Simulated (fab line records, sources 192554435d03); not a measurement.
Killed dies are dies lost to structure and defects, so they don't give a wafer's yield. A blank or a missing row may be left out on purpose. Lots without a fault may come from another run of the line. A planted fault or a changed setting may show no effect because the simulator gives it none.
Chamber matching | flow n5_finfet | N5_FIN_SAQP_PECVD_47 on pecvd-01: 3 sister chambers
The step deposits a-Si from SiH4/He, target thk 45 nm, time 36.3 s. 20 wafers are shown with their chamber, then 10 later ones without.

WAFERS WITH THEIR CHAMBER
wafer  | chamber | throttle_valve_pct (%) | showerhead_vpp_V (V) | showerhead_plenum_p_Torr (Torr)
L074.4 | 0       | 18.3                   | 620                  | 5.71
L074.5 | 1       | 19.9                   | 573                  | 5.69
L074.6 | 2       | 17.6                   | 626                  | 5.66
L075.1 | 1       | 20.0                   | 574                  | 5.69
L075.3 | 0       | 18.4                   | 622                  | 5.70
L075.6 | 2       | 17.6                   | 620                  | 5.67
L076.1 | 0       | 18.6                   | 612                  | 5.70
L076.3 | 2       | 18.0                   | 619                  | 5.68
L076.5 | 1       | 19.9                   | 577                  | 5.69
L078.1 | 1       | 19.9                   | 580                  | 5.68
L078.3 | 0       | 18.4                   | 627                  | 5.70
L078.5 | 2       | 17.7                   | 630                  | 5.68
L083.3 | 0       | 18.4                   | 618                  | 5.70
L083.4 | 2       | 18.1                   | 622                  | 5.66
L083.5 | 0       | 18.5                   | 625                  | 5.70
L085.2 | 1       | 19.6                   | 577                  | 5.69
L085.4 | 0       | 18.5                   | 618                  | 5.70
L085.5 | 2       | 17.8                   | 625                  | 5.67
L090.3 | 0       | 18.4                   | 636                  | 5.71
L090.4 | 0       | 18.4                   | 620                  | 5.70

SIGNATURES (means of the wafers above)
reading                  | chamber 0 | chamber 1 | chamber 2 | scatter within a chamber
throttle_valve_pct       | 18.433    | 19.860    | 17.800    | 0.148
showerhead_vpp_V         | 622.00    | 576.20    | 623.67    | 5.35
showerhead_plenum_p_Torr | 5.7022    | 5.6880    | 5.6700    | 0.00611
Rule: a wafer's distance from a chamber is the root of the sum, over the readings, of the square of ((its reading less the chamber's mean) divided by the reading's scatter). The wafer belongs to the nearest chamber; if the next one is less than 2 further off, it can't be placed. The scatter: the root of (the sum of the squares of (reading less its chamber's mean) over the shown wafers, divided by (wafers less chambers)).

WAFERS WITHOUT THEIR CHAMBER
wafer  | throttle_valve_pct (%) | showerhead_vpp_V (V) | showerhead_plenum_p_Torr (Torr)
L090.6 | 18.2                   | 618                  | 5.66
L094.1 | 19.7                   | 570                  | 5.68
L094.4 | 18.1                   | 620                  | 5.66
L094.6 | 18.3                   | 620                  | 5.69
L095.1 | 17.9                   | 624                  | 5.67
L095.4 | 19.8                   | 563                  | 5.69
L095.5 | 18.1                   | 634                  | 5.66
L096.3 | 18.1                   | 633                  | 5.65
L096.4 | 19.8                   | 583                  | 5.68
L096.6 | 18.1                   | 609                  | 5.70

WHICH CHAMBER EACH WENT THROUGH
wafer  | from the rows above | in truth
L090.6 | 2                   | 2
L094.1 | 1                   | 1
L094.4 | 2                   | 2
L094.6 | 0                   | 0
L095.1 | 2                   | 2
L095.4 | 1                   | 1
L095.5 | 2                   | 2
L096.3 | 2                   | 2
L096.4 | 1                   | 1
L096.6 | 0                   | 0
Placed correctly: 10 of 10. Can't be placed from these rows: 0. Placed wrongly: 0.
